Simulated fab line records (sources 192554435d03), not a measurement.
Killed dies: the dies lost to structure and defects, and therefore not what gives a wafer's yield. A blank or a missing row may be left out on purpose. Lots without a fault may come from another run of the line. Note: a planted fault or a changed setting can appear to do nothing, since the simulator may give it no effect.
Chamber matching ; flow n5_finfet ; N5_STI_FIN_REVEAL_STRIP_24 on rie_diel-01 has 4 sister chambers
The step strips in N2/H2, time 90 s. 8 wafers are shown with their chamber, then 9 later ones without.

## WAFERS PAIRED WITH THEIR CHAMBERS
wafer;chamber;showerhead_plenum_p_Torr (Torr);throttle_valve_pct (%)
L079.1;1;3.59;11.80
L087.5;0;3.24;12.39
L089.1;1;3.58;11.85
L089.2;3;3.53;12.19
L089.4;2;3.48;12.60
L090.1;3;3.53;12.19
L090.2;0;3.24;12.39
L090.3;2;3.47;12.60

## WAFERS WITHOUT THEIR CHAMBER
wafer;showerhead_plenum_p_Torr (Torr);throttle_valve_pct (%)
L093.1;3.23;12.45
L093.4;3.57;11.87
L093.6;3.53;12.20
L094.1;3.47;12.61
L094.2;3.53;12.22
L094.3;3.57;11.88
L096.1;3.23;12.44
L096.3;3.57;11.91
L096.4;3.47;12.62

## EACH ONE'S CHAMBER
wafer;from the rows above;in truth
L093.1;0;0
L093.4;1;1
L093.6;3;3
L094.1;2;2
L094.2;3;3
L094.3;1;1
L096.1;0;0
L096.3;1;1
L096.4;2;2
Correct placement for 9 of the 9. Not placeable from these rows: 0. Placed wrongly: 0.
How it was worked out, from the rows above alone: a wafer's distance from a chamber is the root of the sum, over the readings, of the square of ((its reading less the chamber's mean) divided by the reading's scatter). The wafer belongs to the nearest chamber; if the next one is less than 2 further off, it can't be placed. For every chamber, the mean is computed from those of its wafers that are shown. How the scatter is found: for the shown wafers, subtract from each reading the mean of its chamber, square and add these, divide the total by (wafers less chambers), then take the root.
